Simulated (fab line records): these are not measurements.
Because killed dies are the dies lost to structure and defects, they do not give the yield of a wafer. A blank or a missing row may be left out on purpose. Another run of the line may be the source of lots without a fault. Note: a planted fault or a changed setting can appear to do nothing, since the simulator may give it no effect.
Chamber matching ; flow n5 finfet ; N5_BEOL_M11_STRIP_67 on rie diel-01 has 4 sister chambers
The step strips in CF4. 18 wafers are shown with their chamber, then 9 later ones without.

## WAFERS PAIRED WITH THEIR CHAMBERS
wafer;chamber;oes product au (a.u.);showerhead plenum p Torr (Torr);throttle valve pct (%)
L081.2;0;0.80;1.81;13.55
L081.4;0;0.79;1.81;13.54
L081.5;3;0.71;1.72;13.56
L083.1;1;0.72;1.79;13.71
L083.3;3;0.72;1.72;13.55
L083.4;0;0.78;1.80;13.55
L087.3;0;0.78;1.80;13.56
L087.4;1;0.71;1.78;13.74
L087.5;2;0.96;1.75;13.47
L088.2;2;0.94;1.75;13.48
L088.4;3;0.70;1.72;13.57
L088.5;2;0.94;1.75;13.47
L090.3;3;0.70;1.71;13.58
L090.4;0;0.76;1.80;13.59
L090.5;1;0.70;1.78;13.75
L091.1;0;0.77;1.80;13.59
L091.2;1;0.71;1.78;13.75
L091.3;3;0.70;1.71;13.58

SIGNATURES, as means of the wafers listed above
reading;chamber 0;chamber 1;chamber 2;chamber 3;scatter within a chamber
oes product au;0.7800;0.7100;0.9467;0.7060;0.0113
showerhead plenum p Torr;1.8033;1.7825;1.7500;1.7160;0.00484
throttle valve pct;13.5633;13.7375;13.4733;13.5680;0.0172
Rule: a wafer's distance from a chamber is the root of the sum, over the readings, of the square of ((its reading less the chamber's mean) divided by the reading's scatter). If the next closest chamber is less than 2 further off than the closest, the wafer can't be placed; otherwise it belongs to the closest. The scatter: the root of (the sum of the squares of (reading less its chamber's mean) over the shown wafers, divided by (wafers less chambers)).

## WAFERS WHOSE CHAMBER IS MISSING
wafer;oes product au (a.u.);showerhead plenum p Torr (Torr);throttle valve pct (%)
L093.2;0.77;1.80;13.59
L093.3;0.69;1.71;13.59
L093.4;0.90;1.75;13.54
L097.2;0.69;1.71;13.59
L097.4;0.76;1.80;13.61
L097.5;0.71;1.78;13.77
L096.1;0.70;1.78;13.77
L096.2;0.76;1.80;13.61
L096.4;0.70;1.71;13.60

## THE CHAMBER EACH PASSED THROUGH
wafer;from the rows above;in truth
L093.2;0;0
L093.3;3;3
L093.4;2;2
L097.2;3;3
L097.4;0;0
L097.5;1;1
L096.1;1;1
L096.2;0;0
L096.4;3;3
Correctly placed: 9 of 9. Not placeable from these rows: 0. Number placed wrongly: 0.
